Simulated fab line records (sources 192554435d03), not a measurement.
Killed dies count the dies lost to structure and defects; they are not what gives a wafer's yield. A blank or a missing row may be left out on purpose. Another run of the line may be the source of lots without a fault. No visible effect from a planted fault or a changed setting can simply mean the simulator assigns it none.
fab line records	flow n5_finfet	part 2 of 2: steps 5 to 6 of 6
record lots=24	wafers=72	last_day=18
route steps=1938 shown BEOL_M8@1376 BEOL_M9@1421
lots that met no fault: from a run of the same line without faults
start_h: the number of hours between the record's first day and the start of the first shown wafer of the lot	wait_h: hours since the lot's step before	" repeats the value in the row above	L1.1+2: several wafers, shown together as one row	- no value, or no start given	* or withheld: withheld	< > ~ a bound
route shown NAME@n: NAME is a module with steps in the file, n the number in the route of the first one	usual: average and standard deviation across the fault-free wafers	same: alike in all rows	chamber/n: place in a boat	sites: readings site by site	_std_site: the standard deviation of these	_edge_site: the outer-site mean with the inner-site mean subtracted	radius_mm: how far each site lies from the wafer's centre	mask NAME#n: copy n	behind: the last tool/chamber to shape the wafer	hold: what put the lot on hold/how long, in hours/how the hold closed	device: the transistor (n, p or np) that didn't switch	end of line: the route-end tests of the same wafers	a step without rows: its recipe alone	killed: count of dies lost to structure and defects at first sort (not the wafer's yield)	map: dies across one wafer; x = killed, . = not, _ = none there
set.NAME: the setting the step ran with; set.NAME@STEP: the setting that earlier step ran with	model.NAME: the simulator's own value behind a step, which no gauge read
one table for each step of the route and one row for each wafer, over a sample of lots
services: the hour from which a tool's chamber was out of use, counted from the record's first day as start_h (under 0 if before that day), plus the number of hours and why
## steps
# step N5_BEOL_M9_STRIP_67
# recipe chemistry=CF4	resist=SiARC	power_w=300	bias_power_w=75	pressure_mtorr=50	cf4_flow_sccm=150	rf_frequency_hz=6e+07
# usual drypump_motor_current_A=5.9/0.46	oes_product_au=0.78/0.084	rf_vpp_V=271.2/1.6	showerhead_plenum_p_Torr=1.79/0.061	throttle_valve_pct=13.6/0.31
lot.wafer	tool	chamber	start_h	wait_h	drypump_motor_current_A	oes_product_au	rf_hours_counter_h	rf_vpp_V	showerhead_plenum_p_Torr	throttle_valve_pct
L074.2	rie_diel-01	0	216.72	0.0	5.6	0.87	40	273.1	1.80	13.0
L074.3	"	1	"	"	5.5	0.72	198	272.1	1.85	13.8
L074.5	"	1	"	"	5.5	0.73	-	271.9	1.85	13.8
L075.3	rie_diel-06	2	217.02	0.0	6.1	0.71	199	269.9	1.71	14.0
L075.5	"	1	"	"	6.5	0.88	-	271.9	1.75	13.2
L075.6	"	2	"	"	6.1	0.71	-	269.8	1.71	14.0
L076.1	rie_diel-01	1	217.28	0.0	5.5	0.73	199	272.4	1.85	13.8
L076.2	"	2	"	"	5.4	0.72	223	269.0	1.72	13.7
L076.5	"	1	"	"	5.5	0.72	-	273.0	1.85	13.8
L078.1	rie_diel-01	2	226.06	0.0	5.4	0.71	227	270.5	1.72	13.7
L078.3	"	1	"	"	5.5	0.72	202	272.3	1.85	13.8
L078.5	"	0	"	"	5.7	0.87	-	272.8	1.80	13.0
L077.3	rie_diel-02	3	226.53	0.0	6.2	0.70	229	268.9	1.70	13.8
L077.4	"	1	"	"	5.7	0.87	-	272.4	1.88	13.1
L077.6	"	3	"	"	6.2	0.70	-	269.5	1.70	13.9
L079.4	rie_diel-06	3	236.56	0.0	5.8	0.87	50	269.0	1.76	13.4
L079.5	"	1	"	"	6.5	0.88	-	270.1	1.75	13.3
L079.6	"	2	"	"	6.1	0.71	-	270.5	1.70	14.0
L081.1	rie_diel-01	2	242.73	0.0	5.4	0.71	233	269.5	1.72	13.7
L081.2	"	0	"	"	5.7	0.86	50	272.0	1.80	13.0
L081.6	"	3	"	"	6.0	0.68	-	270.2	1.71	13.7
L080.2	rie_diel-06	1	242.95	0.0	6.5	0.88	54	269.3	1.75	13.3
L080.3	"	2	"	"	6.1	0.71	206	268.9	1.70	14.0
L080.4	"	0	"	"	6.7	0.71	210	274.0	1.83	13.7
L083.4	rie_diel-06	0	250.55	0.0	6.7	0.71	213	272.3	1.83	13.7
L083.5	"	3	"	"	5.7	0.87	-	271.2	1.75	13.4
L083.6	"	0	"	"	6.8	0.70	-	272.1	1.83	13.7
L082.1	rie_diel-06	1	261.71	0.0	6.4	0.86	60	268.7	1.75	13.3
L082.4	"	3	"	"	5.8	0.86	58	270.6	1.75	13.4
L082.6	"	3	"	"	5.7	0.86	-	269.7	1.75	13.4
L084.4	rie_diel-06	1	261.96	0.0	6.5	0.86	60	269.5	1.75	13.3
L084.5	"	1	"	"	6.5	0.87	-	270.4	1.75	13.3
L084.6	"	2	"	"	6.1	0.70	-	268.5	1.70	14.0
L085.1	rie_diel-06	2	269.60	0.0	6.1	0.70	214	270.2	1.70	14.1
L085.4	"	0	"	"	6.8	0.70	219	271.6	1.83	13.7
L085.5	"	3	"	"	5.7	0.86	-	270.2	1.75	13.4
L086.2	rie_diel-02	1	277.80	0.0	5.8	0.85	59	272.1	1.88	13.1
L086.3	"	0	"	"	5.8	0.69	217	272.5	1.83	13.7
L086.6	"	3	"	"	6.2	0.69	-	268.9	1.70	13.9
L087.2	rie_diel-01	2	278.65	0.0	5.4	0.70	245	269.3	1.71	13.7
L087.4	"	0	"	"	5.6	0.85	-	272.2	1.79	13.0
L087.5	"	2	"	"	5.4	0.70	-	271.0	1.71	13.7
L088.1	rie_diel-02	0	299.15	0.0	5.8	0.68	224	273.3	1.83	13.7
L088.2	"	1	"	"	5.7	0.84	65	274.0	1.87	13.1
L088.4	"	0	"	"	5.8	0.69	-	273.1	1.83	13.7
L089.2	rie_diel-02	1	302.30	0.0	5.7	0.84	67	272.9	1.87	13.2
L089.4	"	2	"	"	5.1	0.77	-	270.9	1.79	13.6
L089.5	"	1	"	"	5.8	0.84	-	272.3	1.87	13.2
L090.1	rie_diel-02	0	302.55	0.0	5.8	0.68	225	272.8	1.83	13.7
L090.4	"	2	"	"	5.1	0.77	-	269.9	1.79	13.6
L090.5	"	0	"	"	5.8	0.69	-	272.3	1.83	13.7
L091.2	rie_diel-06	2	320.24	0.0	6.1	0.69	226	268.9	1.70	14.1
L091.3	"	1	"	"	6.5	0.84	77	269.5	1.74	13.3
L091.5	"	2	"	"	6.1	0.69	-	271.3	1.70	14.1
L093.1	rie_diel-06	2	321.19	0.0	6.1	0.69	226	270.0	1.70	14.1
L093.2	"	0	"	"	6.8	0.69	234	272.0	1.83	13.7
L093.3	"	1	"	"	6.5	0.85	77	268.6	1.74	13.3
L094.2	rie_diel-02	1	326.96	0.0	5.7	0.83	74	273.5	1.87	13.2
L094.4	"	3	"	"	6.2	0.99	4	273.4	1.90	13.3
L094.5	"	0	"	"	5.8	0.68	-	272.8	1.83	13.7
L095.2	rie_diel-01	0	332.84	0.0	5.6	0.82	82	272.2	1.79	13.1
L095.3	"	2	"	"	5.4	0.99	3	273.4	1.92	13.2
L095.4	"	1	"	"	5.5	0.70	240	273.1	1.84	13.9
L092.2	rie_diel-02	1	333.00	0.0	5.7	0.83	75	273.6	1.87	13.2
L092.4	"	3	"	"	6.2	0.98	5	273.7	1.90	13.3
L092.6	"	3	"	"	6.2	0.98	-	273.3	1.90	13.3
L096.2	rie_diel-06	3	347.27	0.0	5.8	0.83	82	271.2	1.75	13.5
L096.3	"	0	"	"	6.7	0.68	241	272.3	1.82	13.7
L096.6	"	2	"	"	6.1	0.68	-	267.4	1.70	14.1
L097.2	rie_diel-06	3	354.69	0.0	5.8	0.82	85	268.8	1.75	13.5
L097.4	"	1	"	"	6.5	0.84	87	270.1	1.74	13.3
L097.6	"	0	"	"	6.8	0.69	-	272.9	1.82	13.8
# step N5_BEOL_M9_STRIP_19
# recipe chemistry=O2	power_w=400	temp_c=40	pressure_mtorr=30	rf_frequency_hz=6e+07	bias_power_w=0	overash_fraction=0.2	o2_flow_sccm=225
# usual drypump_motor_current_A=5.9/0.45	oes_product_au=0.77/0.089	rf_vpp_V=3.7/0.61	showerhead_plenum_p_Torr=2.12/0.09	throttle_valve_pct=16.7/0.34
lot.wafer	tool	chamber	start_h	wait_h	drypump_motor_current_A	oes_product_au	rf_hours_counter_h	rf_vpp_V	showerhead_plenum_p_Torr	throttle_valve_pct
L074.2	rie_diel-01	1	217.00	0.2	5.5	0.72	199	3.7	2.20	17.0
L074.3	"	0	"	"	5.6	0.86	40	2.8	2.12	16.1
L074.5	"	2	"	"	5.4	0.72	-	3.8	1.96	16.5
L075.3	rie_diel-06	2	217.27	0.1	6.1	0.71	200	3.5	2.01	17.2
L075.5	"	1	"	"	6.5	0.88	-	3.2	2.06	16.5
L075.6	"	0	"	"	6.7	0.69	-	3.6	2.18	16.9
L076.1	rie_diel-01	1	217.43	0.1	5.5	0.72	199	4.3	2.20	17.1
L076.2	"	0	"	"	5.7	0.86	40	3.8	2.11	16.1
L076.5	"	0	"	"	5.6	0.85	-	3.8	2.12	16.0
L078.1	rie_diel-02	3	226.26	0.1	6.2	0.70	229	3.6	1.99	17.0
L078.3	"	1	"	"	5.8	0.85	42	5.0	2.23	16.3
L078.5	"	1	"	"	5.8	0.86	-	4.3	2.23	16.3
L077.3	rie_diel-01	1	226.70	0.1	5.5	0.72	202	2.7	2.20	17.1
L077.4	"	0	"	"	5.7	0.86	-	3.1	2.11	16.0
L077.6	"	1	"	"	5.5	0.72	-	2.8	2.20	17.1
L079.4	rie_diel-01	1	236.71	0.1	5.5	0.71	206	4.0	2.19	17.1
L079.5	"	1	"	"	5.5	0.72	-	3.2	2.19	17.1
L079.6	"	2	"	"	5.4	0.72	-	3.8	1.95	16.5
L081.1	rie_diel-02	2	242.89	0.1	5.1	0.79	97	4.3	2.11	16.7
L081.2	"	0	"	"	5.8	0.70	207	3.0	2.18	16.8
L081.6	"	1	"	"	5.8	0.84	-	3.9	2.23	16.3
L080.2	rie_diel-01	3	243.21	0.2	6.0	0.65	242	3.5	1.98	16.8
L080.3	"	2	"	"	5.5	0.70	233	4.4	1.95	16.5
L080.4	"	1	"	"	5.5	0.71	208	3.5	2.19	17.0
L083.4	rie_diel-01	0	250.70	0.1	5.7	0.85	53	3.8	2.11	16.1
L083.5	"	1	"	"	5.5	0.72	-	2.5	2.19	17.1
L083.6	"	0	"	"	5.7	0.84	-	3.4	2.11	16.1
L082.1	rie_diel-06	2	261.98	0.2	6.1	0.70	212	2.6	2.01	17.3
L082.4	"	1	"	"	6.5	0.86	60	2.8	2.06	16.5
L082.6	"	1	"	"	6.5	0.87	-	3.4	2.06	16.5
L084.4	rie_diel-02	1	262.12	0.1	5.7	0.84	54	3.0	2.23	16.3
L084.5	"	3	"	"	6.1	0.68	-	3.7	1.99	17.0
L084.6	"	2	"	"	5.1	0.79	-	5.8	2.11	16.7
L085.1	rie_diel-02	1	269.75	0.1	5.8	0.84	56	5.1	2.23	16.3
L085.4	"	3	"	"	6.2	0.68	243	3.5	1.99	17.0
L085.5	"	1	"	"	5.7	0.83	-	3.8	2.23	16.3
L086.2	rie_diel-06	3	277.96	0.1	5.7	0.86	62	3.8	2.06	16.6
L086.3	"	0	"	"	6.7	0.69	221	5.0	2.17	16.9
L086.6	"	1	"	"	6.5	0.86	-	3.1	2.06	16.5
L087.2	rie_diel-02	1	278.98	0.3	5.8	0.83	59	3.0	2.23	16.3
L087.4	"	2	"	"	5.1	0.78	109	3.2	2.10	16.7
L087.5	"	0	"	"	5.8	0.69	-	4.5	2.18	16.8
L088.1	rie_diel-06	1	299.36	0.1	6.5	0.84	70	4.3	2.06	16.5
L088.2	"	2	"	"	6.2	0.68	223	5.1	2.01	17.3
L088.4	"	0	"	"	6.8	0.68	228	4.1	2.17	16.9
L089.2	rie_diel-01	1	302.58	0.2	5.5	0.69	230	2.7	2.19	17.1
L089.4	"	3	"	"	6.0	0.95	-	3.3	2.24	16.3
L089.5	"	0	"	"	5.7	0.81	-	3.3	2.10	16.1
L090.1	rie_diel-02	1	302.85	0.2	5.7	0.82	67	3.1	2.23	16.3
L090.4	"	2	"	"	5.1	0.77	-	3.5	2.10	16.7
L090.5	"	1	"	"	5.8	0.82	-	3.6	2.23	16.3
L091.2	rie_diel-06	3	320.39	0.1	5.7	0.85	75	4.2	2.05	16.7
L091.3	"	1	"	"	6.4	0.84	77	4.4	2.06	16.6
L091.5	"	0	"	"	6.8	0.68	-	3.8	2.17	16.9
L093.1	rie_diel-06	2	321.35	0.1	6.1	0.69	226	3.6	2.00	17.3
L093.2	"	1	"	"	6.4	0.85	77	4.0	2.05	16.5
L093.3	"	3	"	"	5.7	0.84	76	3.1	2.05	16.7
L094.2	rie_diel-02	1	327.11	0.1	5.8	0.82	74	3.9	2.22	16.4
L094.4	"	2	"	"	5.1	0.77	124	3.5	2.10	16.7
L094.5	"	2	"	"	5.1	0.77	-	4.3	2.10	16.7
L095.2	rie_diel-01	1	333.08	0.1	5.5	0.69	240	3.7	2.18	17.1
L095.3	"	3	"	"	6.0	0.91	15	4.5	2.24	16.3
L095.4	"	0	"	"	5.7	0.81	82	3.5	2.10	16.1
L092.2	rie_diel-02	0	333.15	0.1	5.8	0.68	234	3.9	2.17	16.9
L092.4	"	3	"	"	6.2	0.99	5	4.1	2.25	16.5
L092.6	"	0	"	"	5.8	0.68	-	4.8	2.17	16.8
L096.2	rie_diel-06	3	347.42	0.1	5.7	0.85	82	3.9	2.05	16.7
L096.3	"	0	"	"	6.8	0.66	241	4.3	2.16	16.9
L096.6	"	2	"	"	6.1	0.68	-	3.2	2.00	17.3
L097.2	rie_diel-01	1	354.84	0.1	5.5	0.68	247	4.5	2.18	17.1
L097.4	"	0	"	"	5.7	0.78	90	3.5	2.10	16.1
L097.6	"	3	"	"	6.0	0.90	-	2.8	2.24	16.3
## services
tool	chamber	start_h	hours	kind
rie_diel-01	3	198.80	7.3	repair
rie_diel-04	2	201.91	1.7	repair
ald_metal-01	0	203.04	15.3	repair
rie_diel-01	3	211.77	18.5	repair
uv_cure-01	-	216.13	1.7	repair
rie_diel-03	1	247.14	7.8	repair
ald_metal-02	-	247.65	2.8	pm
uv_cure-02	-	253.89	2.1	pm
uv_cure-01	-	260.34	14.6	pm
ald_metal-03	2	266.20	10.7	repair
ald_metal-03	1	282.69	7.2	repair
rie_diel-04	0	302.16	21.8	repair
ald_metal-03	-	302.30	14.6	pm
ald_metal-02	-	306.31	8.7	pm
uv_cure-02	-	307.17	14.6	pm
rie_diel-06	2	307.54	9.9	repair
uv_cure-01	-	317.44	7.5	pm
rie_diel-04	-	322.52	0.7	repair
uv_cure-02	-	323.12	4.5	pm
ald_metal-03	1	327.46	4.2	repair
rie_diel-06	3	329.67	5.2	repair
ald_metal-02	-	337.25	14.0	pm
rie_diel-06	2	339.05	4.8	repair
uv_cure-03	-	345.19	24.9	pm
